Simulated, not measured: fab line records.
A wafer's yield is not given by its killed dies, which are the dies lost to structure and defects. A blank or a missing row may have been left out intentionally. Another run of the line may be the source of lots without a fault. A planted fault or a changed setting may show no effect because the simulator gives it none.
Lot-split experiment ; flow n5Finfet ; 21 wafers read from 7 lots, route of 1938 steps

== THE SPLIT ITSELF ==
At N5_BEOL_M0_SAQP_SPACER1_ALD_98 (deposits SiO2, target thk 12.8 nm, pulse time 1 s, purge time 2 s), the setting tempC was moved away from the recipe's 300 C on 7 of the 21 wafers read, by -4.3% to -1.4%. For the rest of the wafers, this setting stayed at what the recipe calls for.

Reading taken at the split's own step.

== THE READING ==
SiO2_of_BEOL_M0_SAQP_SPACER1_ALD_98.thkNm (the simulator's own value, which no gauge read), in nm, at N5_BEOL_M0_SAQP_SPACER1_ALD_98 (deposits SiO2, target thk 12.8 nm, pulse time 1 s, purge time 2 s). There is no usual value for it anywhere in the file. Here, 14 wafers ran the recipe; their average is 12.8 nm with a standard deviation of 0.052 nm.

wafer;tool, chamber at the split;tempC as run, C;against the recipe;SiO2_of_BEOL_M0_SAQP_SPACER1_ALD_98.thkNm, nm;against lot-mates on the recipe
L074.1;aldSin-03, 2;300;recipe;13;-
L074.2;aldSin-03, 1,0;300;recipe;12.8;-
L074.4;aldSin-03, 1,0;300;recipe;12.8;-
L075.4;aldSin-03, 1,0,3;300;recipe;12.8;-
L075.5;aldSin-03, 1,0,3;300;recipe;12.8;-
L075.6;aldSin-03, 1,0,3;300;recipe;12.8;-
L078.1;aldSin-01, 2,1,3;300;recipe;12.8;-
L078.3;aldSin-01, 2,1,3;300;recipe;12.8;-
L078.6;aldSin-01, 2,1,3;300;recipe;12.8;-
L081.3;aldSin-03, 0;287.2;-4.3%;13.4;+0.6
L081.4;aldSin-03, 2,0;300;recipe;12.8;-
L081.5;aldSin-03, 2,0;300;recipe;12.8;-
L089.2;aldSin-03, 2;294.6;-1.8%;13;+0.2
L089.5;aldSin-03, 1;294.6;-1.8%;13.2;+0.4
L089.6;aldSin-03, 0;300;recipe;12.8;-
L090.1;aldSin-01, 2,1;300;recipe;12.8;-
L090.4;aldSin-01, 2,1;300;recipe;12.8;-
L090.2;aldSin-01, 0;292.7;-2.4%;13.2;+0.4
L091.1;aldSin-01, 1,0,3;295.7;-1.4%;13;no lot-mate on the recipe
L091.3;aldSin-01, 1,0,3;295.7;-1.4%;13;no lot-mate on the recipe
L091.5;aldSin-01, 1,0,3;295.7;-1.4%;13;no lot-mate on the recipe
When a row names more than one chamber, that row covers several wafers, and the file does not tell which wafer ran in which chamber.

FIT RESULTS
A straight line over all 21 wafers: SiO2_of_BEOL_M0_SAQP_SPACER1_ALD_98.thkNm changes by -0.143 nm for each +1% of tempC; r = -0.95; the points scatter about the line by 0.057 nm.
The same after taking each lot's own level away (the mean of its wafers on the recipe; 18 wafers): -0.15 nm for each +1%; r = -0.96; scatter 0.057 nm.
Per that fit: largest tempC move, reading shift of 0.64 nm.
The span of the lots' own levels, 12.80 to 12.87 nm, comes to 1.3 times the standard deviation stated above.
Hence the lot-to-lot level has little effect on the slope; both slopes agree.
Check: for one of the wafers moved furthest among these (-4.3%), held out of the fit, the line's prediction against its lot-mates is +0.706 nm. It came out at +0.6 nm against them.

== THESE WAFERS: OTHER SPLITS ==
Before the reading, these wafers also passed through other splits. Each is held against what the fit with the lots' levels taken away leaves over:
other split on the same wafers;wafers away from the commonest value;r with SiO2_of_BEOL_M0_SAQP_SPACER1_ALD_98.thkNm (lot level and that fit taken away)
N5_BEOL_M0_SAQP_PECVD_04 timeS;9;-0.17
N5_BEOL_M0_SAQP_COAT_82 spinRpm;7;+0.09

== THE FILE'S OWN FIT ==
SiO2_of_BEOL_M0_SAQP_SPACER1_ALD_98.thkNm changes by -0.149 nm for each +1% of tempC, r = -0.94.
